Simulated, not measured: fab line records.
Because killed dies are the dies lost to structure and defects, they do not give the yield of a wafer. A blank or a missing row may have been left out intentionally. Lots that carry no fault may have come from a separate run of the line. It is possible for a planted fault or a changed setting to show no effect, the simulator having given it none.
Which tool was responsible? ; flow nandHarc ; 42 wafers from 14 lots sampled at 5 of the route's 1159 steps

== WHAT THE GAUGES READ, wafer by wafer ==
NHARC_A_SLIT_CD_MEAS_09: the cd target is 300 nm.
lot;measured;on;cdNm (nm)
L787;day 14 17:29;cdSem-02;300.2 300.6 300.8
L786;day 14 18:14;cdSem-02;301.3 299.5 300.5
L785;day 14 19:10;cdSem-02;299.6 300.4 299.6
L788;day 15 08:35;cdSem-02;300.0 301.0 299.3
L789;day 15 09:37;cdSem-02;299.1 299.5 299.3
L791;day 16 04:32;cdSem-01;300.5 299.8 300.9
L794;day 16 18:52;cdSem-02;299.6 299.5 299.7
L793;day 16 19:44;cdSem-02;299.7 299.2 299.7
L795;day 17 07:53;cdSem-03;299.7 299.9 299.3
L796;day 17 17:49;cdSem-02;299.4 299.0 300.8
L802;day 18 05:07;cdSem-01;299.7 300.0 299.3
L803;day 19 09:02;cdSem-02;299.6 300.0 300.2
L807;day 19 23:02;cdSem-02;300.2 300.6 300.3
L806;day 20 06:48;cdSem-03;300.2 300.9 299.8

NHARC_A_SLIT_CD_MEAS_21.
lot;measured;on;cdNm (nm)
L787;day 14 21:18;cdSem-03;289.5 289.6 288.9
L786;day 14 21:58;cdSem-03;289.2 292.4 288.7
L785;day 14 22:53;cdSem-02;291.6 289.3 289.1
L788;day 15 14:10;cdSem-03;291.3 289.7 291.1
L789;day 15 14:55;cdSem-02;289.5 288.6 291.3
L791;day 16 09:06;cdSem-01;288.1 288.1 291.0
L794;day 16 22:28;cdSem-02;289.0 290.2 288.7
L793;day 17 01:50;cdSem-03;288.0 289.8 288.7
L795;day 17 11:30;cdSem-03;289.0 292.2 289.4
L796;day 18 02:41;cdSem-01;291.1 291.3 289.5
L802;day 18 08:42;cdSem-03;289.9 288.7 289.7
L803;day 19 12:38;cdSem-02;290.8 289.5 288.6
L807;day 20 02:39;cdSem-03;290.7 290.0 290.3
L806;day 20 11:03;cdSem-02;288.9 289.6 288.4

NHARC_END_SORT_01.
lot;measured;on;killedAtArray;killedAtOther;killedAtPeriphery;killedDies;killedOpen;killedShort
L795;day 22 12:44;prober-01;31 28;0 0;4 8;35 36;4 5;2 1

== TOOL THAT RAN EACH LOT (tool first, then ch and the chambers of the sampled wafers, then the start) ==
lot;NHARC_A_WL_FILL_RTA_01;NHARC_A_WL_FILL_ETCHBACK_05
L787;rtpAnneal-01 ch 0, day 15 05:20;rieMetal-02 ch 0,1, day 15 15:26
L786;rtpAnneal-02 ch 0, day 15 05:28;rieMetal-03 ch 0, day 15 21:05
L785;rtpAnneal-02 ch 0, day 15 05:18;rieMetal-01 ch 0, day 15 11:49
L788;rtpAnneal-02 ch 0, day 15 22:20;rieMetal-01 ch 0,1, day 16 07:58
L789;rtpAnneal-02 ch 0, day 15 22:10;rieMetal-02 ch 0,1, day 16 04:35
L791;rtpAnneal-02 ch 0, day 16 17:16;rieMetal-03 ch 0, day 17 00:33
L794;rtpAnneal-02 ch 0, day 17 06:32;rieMetal-03 ch 0,1, day 17 17:31
L793;rtpAnneal-01 ch 0, day 17 09:52;rieMetal-03 ch 0,1, day 17 20:43
L795;rtpAnneal-01 ch 0, day 17 19:30;rieMetal-03 ch 0,1, day 18 04:04
L796;rtpAnneal-01 ch 0, day 18 10:20;rieMetal-03 ch 0,1, day 18 17:19
L802;rtpAnneal-01 ch 0, day 18 14:49;rieMetal-01 ch 0,1, day 18 20:50
L803;rtpAnneal-01 ch 0, day 19 21:15;rieMetal-01 ch 0,1, day 20 06:02
L807;rtpAnneal-01 ch 0, day 20 10:44;rieMetal-01 ch 0, day 20 14:59
L806;rtpAnneal-01 ch 0, day 20 17:34;rieMetal-02 ch 0,1, day 21 00:24
- NHARC_A_WL_FILL_RTA_01: time 5 s.
- NHARC_A_WL_FILL_ETCHBACK_05: etches the open film in Cl2/BCl3, target depth 22 nm, time 60 s.

== WHAT THE TOOLS THEMSELVES READ (means of the sampled wafers that have a number; where no wafer has one, the mark that the record gives instead) ==
NHARC_A_WL_FILL_RTA_01.
lot;tool;lampPowerPct (%);wafer_temp_C_max
L787;rtpAnneal-01;31.9;1006.7
L786;rtpAnneal-02;27.0;1005.6
L785;rtpAnneal-02;27.0;1005.0
L788;rtpAnneal-02;27.0;1005.6
L789;rtpAnneal-02;27.0;1005.9
L791;rtpAnneal-02;27.0;1004.9
L794;rtpAnneal-02;27.0;1005.2
L793;rtpAnneal-01;31.9;1006.6
L795;rtpAnneal-01;31.9;1007.0
L796;rtpAnneal-01;31.9;1006.8
L802;rtpAnneal-01;31.9;1007.0
L803;rtpAnneal-01;31.9;1008.7
L807;rtpAnneal-01;31.9;1007.0
L806;rtpAnneal-01;31.9;1006.7

NHARC_A_WL_FILL_ETCHBACK_05.
lot;tool;drypumpMotorCurrentA (A);oesProductAu (a.u.);runLengthS (s);tempC (C)
L787;rieMetal-02;5.7;0.980;81.2;40.05
L786;rieMetal-03;5.9;1.011;82.1;40.13
L785;rieMetal-01;6.5;1.006;82.1;40.03
L788;rieMetal-01;6.1;1.011;81.9;40.01
L789;rieMetal-02;5.7;0.970;81.1;40.03
L791;rieMetal-03;5.9;1.005;81.9;39.95
L794;rieMetal-03;6.0;1.004;81.8;40.00
L793;rieMetal-03;6.0;1.012;81.5;39.89
L795;rieMetal-03;6.1;1.003;83.4;39.95
L796;rieMetal-03;6.0;1.005;83.4;39.99
L802;rieMetal-01;6.1;1.006;81.9;39.91
L803;rieMetal-01;6.3;0.999;82.3;40.08
L807;rieMetal-01;6.5;1.000;81.8;40.09
L806;rieMetal-02;5.7;0.989;81.2;39.95

== THE ANSWER, worked out from the rows above alone ==
Rule: the usual values come from the lots themselves. Put in order of their means at a reading, lots are off if they are a third of the lots or fewer, leave a main group of 4 or more, and stand apart from it by a gap of 3 or more times the standard deviation of the main group's means; of several such gaps the widest counts. If all means in a main group match to the digits the tables above print for the reading, that group is not used. Also off: a lot with no number at a reading for which 4 or more lots have one. The other lots that the step has rows for count as sound. First the gauges in route order, then the tools' own readings, where a lot's mean is used as printed above. At the first step where some lot is off, the reading lying furthest off is the one used; lots without a number count as furthest.
No lot is off on any of the readings shown, so nothing can be concluded from this.

== WHAT WAS PUT IN BY THE SIMULATOR ==
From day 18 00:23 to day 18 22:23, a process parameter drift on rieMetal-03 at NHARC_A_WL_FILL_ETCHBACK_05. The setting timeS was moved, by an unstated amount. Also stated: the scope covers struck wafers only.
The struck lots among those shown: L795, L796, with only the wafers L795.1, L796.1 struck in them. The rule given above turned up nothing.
